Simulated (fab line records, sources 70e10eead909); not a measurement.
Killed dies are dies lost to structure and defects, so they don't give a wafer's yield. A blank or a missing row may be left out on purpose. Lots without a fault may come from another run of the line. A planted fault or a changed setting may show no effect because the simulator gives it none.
Chamber matching | flow nand_harc | NHARC_P_GATE_STRIP_101 on rie_diel-13: 4 sister chambers
The step strips in O2, time 20 s. 16 wafers are shown with their chamber, then 8 later ones without.

WAFERS WITH THEIR CHAMBER
wafer  | chamber | showerhead_plenum_p_Torr (Torr) | drypump_motor_current_A (A) | rf_vpp_V (V)
L448.1 | 1       | 3.71                            | 5.5                         | 59.0
L448.5 | 3       | 3.59                            | 5.9                         | 58.5
L448.6 | 2       | 3.52                            | 5.8                         | 57.0
L451.1 | 1       | 3.70                            | 5.5                         | 58.1
L451.2 | 0       | 3.30                            | 5.7                         | 58.1
L451.6 | 0       | 3.30                            | 5.7                         | 57.3
L453.2 | 1       | 3.70                            | 5.6                         | 59.0
L453.3 | 2       | 3.52                            | 5.9                         | 57.9
L453.6 | 0       | 3.30                            | 5.6                         | 56.3
L455.3 | 3       | 3.58                            | 5.8                         | 58.4
L455.4 | 1       | 3.70                            | 5.6                         | 57.7
L455.6 | 2       | 3.52                            | 5.9                         | 56.8
L457.1 | 2       | 3.51                            | 5.8                         | 57.6
L457.2 | 3       | 3.58                            | 5.9                         | 58.4
L457.5 | 1       | 3.70                            | 5.6                         | 59.1
L461.1 | 1       | 3.70                            | 5.6                         | 58.3

SIGNATURES (means of the wafers above)
reading                  | chamber 0 | chamber 1 | chamber 2 | chamber 3 | scatter within a chamber
showerhead_plenum_p_Torr | 3.3000    | 3.7017    | 3.5175    | 3.5833    | 0.00433
drypump_motor_current_A  | 5.667     | 5.567     | 5.850     | 5.867     | 0.0553
rf_vpp_V                 | 57.233    | 58.533    | 57.325    | 58.433    | 0.586
Rule: a wafer's distance from a chamber is the root of the sum, over the readings, of the square of ((its reading less the chamber's mean) divided by the reading's scatter). The wafer belongs to the nearest chamber; if the next one is less than 2 further off, it can't be placed. The scatter: the root of (the sum of the squares of (reading less its chamber's mean) over the shown wafers, divided by (wafers less chambers)).

WAFERS WITHOUT THEIR CHAMBER
wafer  | showerhead_plenum_p_Torr (Torr) | drypump_motor_current_A (A) | rf_vpp_V (V)
L461.2 | 3.51                            | 5.9                         | 57.9
L461.3 | 3.58                            | 5.9                         | 60.6
L463.3 | 3.51                            | 5.8                         | 56.9
L463.5 | 3.70                            | 5.6                         | 59.9
L463.6 | 3.51                            | 5.8                         | 58.3
L467.1 | 3.30                            | 5.7                         | 56.6
L467.3 | 3.58                            | 5.9                         | 59.8
L467.4 | 3.69                            | 5.6                         | 57.3

WHICH CHAMBER EACH WENT THROUGH
wafer  | from the rows above | in truth
L461.2 | 2                   | 2
L461.3 | 3                   | 3
L463.3 | 2                   | 2
L463.5 | 1                   | 1
L463.6 | 2                   | 2
L467.1 | 0                   | 0
L467.3 | 3                   | 3
L467.4 | 1                   | 1
Placed correctly: 8 of 8. Can't be placed from these rows: 0. Placed wrongly: 0.
